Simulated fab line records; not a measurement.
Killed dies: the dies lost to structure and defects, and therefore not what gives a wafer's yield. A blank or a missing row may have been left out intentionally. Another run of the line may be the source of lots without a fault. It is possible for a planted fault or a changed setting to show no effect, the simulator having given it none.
Which tool was responsible? + flow n5 finfet + 25 wafers from 9 lots sampled at 5 of the route's 1938 steps

## WHAT THE GAUGES SHOWED, per wafer
N5_BEOL_M4_RC_MEAS_101.
| lot  | measured     | on        | DIBL_N (mV/V)  | DIBL_P (mV/V)  | IOFF_N (nA/um)    | IOFF_P (nA/um)    | ION_N (uA/um) | ION_P (uA/um) | SS_N (mV/dec)  | SS_P (mV/dec)  | VT_N (mV)         | VT_P (mV)            |
|------|--------------|-----------|----------------|----------------|-------------------|-------------------|---------------|---------------|----------------|----------------|-------------------|----------------------|
| L951 | day 8 02:14  | prober-02 | 34.6 38.2 37.1 | 35.1 38.6 37.4 | 0.131 0.191 0.174 | 0.195 0.252 0.229 | 667 680 672   | 460 464 459   | 71.7 72.2 71.7 | 73.3 74.6 74.0 | 250.4 245.9 247.3 | -252.1 -250.6 -249.8 |
| L952 | day 8 04:57  | prober-02 | 34.9 34.1 35.3 | 33.6 33.5 35.0 | 0.130 0.120 0.145 | 0.184 0.181 0.213 | 652 660 664   | 452 455 463   | 71.9 71.0 71.7 | 72.2 72.6 72.7 | 256.1 254.3 251.9 | -249.7 -250.7 -250.3 |
| L953 | day 8 14:56  | prober-02 | 35.3 35.4 36.0 | 34.0 34.6 36.0 | 0.146 0.144 0.163 | 0.207 0.206 0.232 | 672 670 688   | 469 462 475   | 71.8 71.1 72.0 | 72.6 73.0 73.2 | 252.7 250.4 248.6 | -248.6 -247.5 -247.8 |
| L954 | day 9 02:19  | prober-02 | 36.2 37.7 35.9 | 35.5 36.6 35.5 | 0.143 0.163 0.145 | 0.188 0.202 0.190 | 669 666 674   | 458 456 462   | 71.7 72.1 71.3 | 72.4 73.5 72.6 | 251.5 251.0 250.1 | -255.1 -252.9 -252.0 |
| L960 | day 10 18:28 | prober-02 | 33.1 35.3 33.2 | 31.8 34.6 32.0 | 0.114 0.157 0.117 | 0.162 0.205 0.164 | 657 674 674   | 454 459 458   | 71.0 71.5 69.9 | 72.5 73.1 71.5 | 251.4 247.7 253.3 | -253.1 -252.2 -252.7 |
| L965 | day 11 12:03 | prober-01 | 36.9 37.7 36.5 | 36.8 37.6 35.2 | 0.183 0.198 0.170 | 0.244 0.260 0.227 | 684 671 670   | 467 463 461   | 72.1 72.6 72.4 | 74.0 73.6 73.7 | 246.3 244.0 248.2 | -249.6 -246.0 -249.3 |
| L967 | day 12 05:38 | prober-01 | 39.0 37.4      | 37.3 35.3      | 0.177 0.144       | 0.217 0.196       | 675 675       | 457 458       | 71.8 71.4      | 74.6 73.4      | 250.3 247.9       | -251.7 -251.1        |
| L971 | day 12 22:47 | prober-02 | 38.5 37.6      | 39.4 38.0      | 0.195 0.187       | 0.250 0.231       | 685 686       | 464 469       | 72.4 71.8      | 73.7 73.0      | 248.6 243.6       | -249.5 -249.3        |
| L974 | day 13 23:38 | prober-02 | 35.6 34.9 33.5 | 34.0 34.2 32.8 | 0.141 0.131 0.113 | 0.186 0.198 0.168 | 649 668 654   | 448 462 454   | 71.7 71.1 71.0 | 72.6 73.4 72.6 | 255.4 250.9 256.9 | -253.7 -251.9 -252.6 |

## WHICH TOOL RAN EACH LOT (tool, then ch and the chambers of the sampled wafers, then the start)
| lot  | N5_BEOL_M2_STRIP_66                | N5_BEOL_M2_DESCUM_33               | N5_BEOL_M2_ETCH_69                 | N5_BEOL_M2_ETCHBACK_99             |
|------|------------------------------------|------------------------------------|------------------------------------|------------------------------------|
| L951 | rie diel-06 ch 0,1,3, day 6 15:56  | rie diel-06 ch 0,3, day 6 16:53    | rie diel-06 ch 0,3, day 6 16:56    | rie diel-02 ch 0,1,3, day 6 20:07  |
| L952 | rie diel-02 ch 0,1, day 6 21:04    | rie diel-06 ch 0,1,3, day 6 21:52  | rie diel-06 ch 0,1,3, day 6 21:55  | rie diel-02 ch 0,1,2, day 6 23:35  |
| L953 | rie diel-05 ch 0,2,3, day 7 05:19  | rie diel-05 ch 0,1,3, day 7 06:21  | rie diel-05 ch 0,1,3, day 7 06:24  | rie diel-06 ch 1,2,3, day 7 10:19  |
| L954 | rie diel-05 ch 1,3, day 7 08:43    | rie diel-06 ch 0,1,2, day 7 09:23  | rie diel-06 ch 0,1,2, day 7 09:26  | rie diel-02 ch 1,3, day 7 13:26    |
| L960 | rie diel-02 ch 0,3, day 9 06:20    | rie diel-06 ch 0,1,3, day 9 07:00  | rie diel-06 ch 0,1,3, day 9 07:03  | rie diel-06 ch 1,2,3, day 9 09:28  |
| L965 | rie diel-05 ch 0,2,3, day 10 03:41 | rie diel-06 ch 1,2,3, day 10 04:33 | rie diel-06 ch 1,2,3, day 10 04:36 | rie diel-05 ch 1,2,3, day 10 06:49 |
| L967 | rie diel-02 ch 0,2, day 10 14:28   | rie diel-06 ch 2, day 10 15:24     | rie diel-06 ch 2, day 10 15:27     | rie diel-05 ch 3, day 10 21:16     |
| L971 | rie diel-02 ch 0,3, day 11 13:32   | rie diel-06 ch 2, day 11 14:22     | rie diel-06 ch 2, day 11 14:25     | rie diel-05 ch 1,2, day 11 20:45   |
| L974 | rie diel-02 ch 1,2,3, day 12 11:06 | rie diel-05 ch 0,2,3, day 12 12:05 | rie diel-05 ch 0,2,3, day 12 12:09 | rie diel-06 ch 1,2,3, day 12 15:58 |
- N5_BEOL_M2_STRIP_66: strips in CF4.
- N5_BEOL_M2_DESCUM_33: chemistry O2, time 7 s.
- N5_BEOL_M2_ETCH_69: etches SiARC in CF4, target depth 15.6 nm, time 26 s.
- N5_BEOL_M2_ETCHBACK_99: etches SiO2 in CHF3, target depth 5 nm, time 10.4 s.

## AS READ BY THE TOOLS THEMSELVES (means over the sampled wafers that have a number; for cases with no such wafer, the mark the record gives instead)
N5_BEOL_M2_STRIP_66.
| lot  | tool        | drypump motor current A (A) | oes product au (a.u.) | rf vpp V (V) | showerhead plenum p Torr (Torr) | throttle valve pct (%) |
|------|-------------|-----------------------------|-----------------------|--------------|---------------------------------|------------------------|
| L951 | rie diel-06 | 5.8                         | 0.76                  | 271.3        | 1.79                            | 13.80                  |
| L952 | rie diel-02 | 6.5                         | 0.79                  | 273.2        | 1.86                            | 13.34                  |
| L953 | rie diel-05 | 5.4                         | 0.86                  | 271.8        | 1.84                            | 13.39                  |
| L954 | rie diel-05 | 4.9                         | 0.75                  | 272.6        | 1.85                            | 13.72                  |
| L960 | rie diel-02 | 6.0                         | 0.69                  | 270.4        | 1.77                            | 13.64                  |
| L965 | rie diel-05 | 5.4                         | 0.80                  | 272.6        | 1.84                            | 13.46                  |
| L967 | rie diel-02 | 6.1                         | 0.73                  | 272.0        | 1.81                            | 13.54                  |
| L971 | rie diel-02 | 6.1                         | 0.84                  | 270.6        | 1.77                            | 13.36                  |
| L974 | rie diel-02 | 6.1                         | 0.80                  | 270.6        | 1.83                            | 13.43                  |

N5_BEOL_M2_DESCUM_33.
| lot  | tool        | drypump motor current A (A) | oes product au (a.u.) | rf vpp V (V) | showerhead plenum p Torr (Torr) | temp c (C) | throttle valve pct (%) |
|------|-------------|-----------------------------|-----------------------|--------------|---------------------------------|------------|------------------------|
| L951 | rie diel-06 | 5.8                         | 0.77                  | 243.0        | 2.13                            | 39.91      | 20.63                  |
| L952 | rie diel-06 | 5.8                         | 0.77                  | 242.7        | 2.09                            | 39.96      | 20.65                  |
| L953 | rie diel-05 | 5.3                         | 0.83                  | 244.3        | 2.11                            | 39.96      | 20.35                  |
| L954 | rie diel-06 | 5.6                         | 0.70                  | 241.4        | 2.02                            | 40.02      | 20.86                  |
| L960 | rie diel-06 | 5.8                         | 0.84                  | 243.6        | 2.17                            | 40.00      | 20.56                  |
| L965 | rie diel-06 | 5.6                         | 0.84                  | 244.1        | 2.14                            | 39.96      | 20.55                  |
| L967 | rie diel-06 | 5.1                         | 0.70                  | 240.9        | 2.00                            | 39.86      | 20.87                  |
| L971 | rie diel-06 | 5.1                         | 0.69                  | 242.2        | 2.00                            | 40.07      | 20.88                  |
| L974 | rie diel-05 | 5.4                         | 0.80                  | 243.5        | 2.13                            | 40.00      | 20.27                  |

N5_BEOL_M2_ETCH_69.
| lot  | tool        | drypump motor current A (A) | etch rf on time s (s) | oes product au (a.u.) | rf vpp V (V) | showerhead plenum p Torr (Torr) | throttle valve pct (%) |
|------|-------------|-----------------------------|-----------------------|-----------------------|--------------|---------------------------------|------------------------|
| L951 | rie diel-06 | 5.8                         | 26.0                  | 0.66                  | 184.9        | 2.16                            | 15.75                  |
| L952 | rie diel-06 | 5.8                         | 26.0                  | 0.65                  | 183.9        | 2.14                            | 15.82                  |
| L953 | rie diel-05 | 5.3                         | 25.8                  | 0.71                  | 184.4        | 2.16                            | 15.56                  |
| L954 | rie diel-06 | 5.6                         | 26.2                  | 0.59                  | 182.8        | 2.06                            | 16.02                  |
| L960 | rie diel-06 | 5.8                         | 25.6                  | 0.72                  | 184.8        | 2.21                            | 15.70                  |
| L965 | rie diel-06 | 5.6                         | 22.5                  | 0.80                  | 184.3        | 2.19                            | 15.71                  |
| L967 | rie diel-06 | 5.1                         | 16.4                  | 0.80                  | 182.3        | 2.04                            | 15.99                  |
| L971 | rie diel-06 | 5.1                         | 21.1                  | 0.70                  | 183.2        | 2.03                            | 16.00                  |
| L974 | rie diel-05 | 5.4                         | 26.1                  | 0.67                  | 184.7        | 2.18                            | 15.50                  |

N5_BEOL_M2_ETCHBACK_99.
| lot  | tool        | drypump motor current A (A) | oes product au (a.u.) | rf vpp V (V) | showerhead plenum p Torr (Torr) | throttle valve pct (%) |
|------|-------------|-----------------------------|-----------------------|--------------|---------------------------------|------------------------|
| L951 | rie diel-02 | 6.3                         | 0.76                  | 242.1        | 2.18                            | 16.89                  |
| L952 | rie diel-02 | 6.3                         | 0.78                  | 244.0        | 2.21                            | 16.86                  |
| L953 | rie diel-06 | 5.6                         | 0.77                  | 241.6        | 2.12                            | 17.28                  |
| L954 | rie diel-02 | 6.0                         | 0.72                  | 242.1        | 2.17                            | 17.00                  |
| L960 | rie diel-06 | 5.6                         | 0.85                  | 242.9        | 2.21                            | 17.17                  |
| L965 | rie diel-05 | 5.2                         | 0.80                  | 243.9        | 2.23                            | 17.11                  |
| L967 | rie diel-05 | 4.8                         | 0.68                  | 243.0        | 2.22                            | 17.19                  |
| L971 | rie diel-05 | 5.3                         | 0.81                  | 244.4        | 2.22                            | 17.12                  |
| L974 | rie diel-06 | 5.6                         | 0.80                  | 242.6        | 2.19                            | 17.22                  |

## THE ANSWER, worked out from the rows above alone
Rule: what is usual is taken from the lots themselves. Put in order of their means at a reading, lots are off if they are a third of the lots or fewer, leave a main group of 4 or more, and stand apart from it by a gap of 3 or more times the standard deviation of the main group's means; of several such gaps the widest counts. The tables above print the reading to a certain number of digits; a main group whose means all agree to those digits is not used. A lot without any number at a reading at which 4 lots or more have one is off too. Where the step has rows for the other lots, those lots are counted as sound. After the gauges, taken in route order, come the tools' own readings; for these a lot's mean is taken, as printed above. At the first step where some lot is off, the reading lying furthest off is the one used; lots without a number count as furthest.
Off at N5_BEOL_M2_ETCH_69 (etch rf on time s): L965, L967, L971. The main group: mean 25.9 s, standard deviation 0.2.
If a tool, at that step or one of the process steps before it, ran each lot that is off and ran no sound lot following the first of them, it fits. One fits: N5_BEOL_M2_DESCUM_33 and N5_BEOL_M2_ETCH_69 on rie diel-06. At N5_BEOL_M2_DESCUM_33 its last sound lot is L960 (day 9 07:00), its first lot that is off L965 (day 10 04:33): a fault that began between those two fits.

## WHAT THE SIMULATOR HAD PUT IN
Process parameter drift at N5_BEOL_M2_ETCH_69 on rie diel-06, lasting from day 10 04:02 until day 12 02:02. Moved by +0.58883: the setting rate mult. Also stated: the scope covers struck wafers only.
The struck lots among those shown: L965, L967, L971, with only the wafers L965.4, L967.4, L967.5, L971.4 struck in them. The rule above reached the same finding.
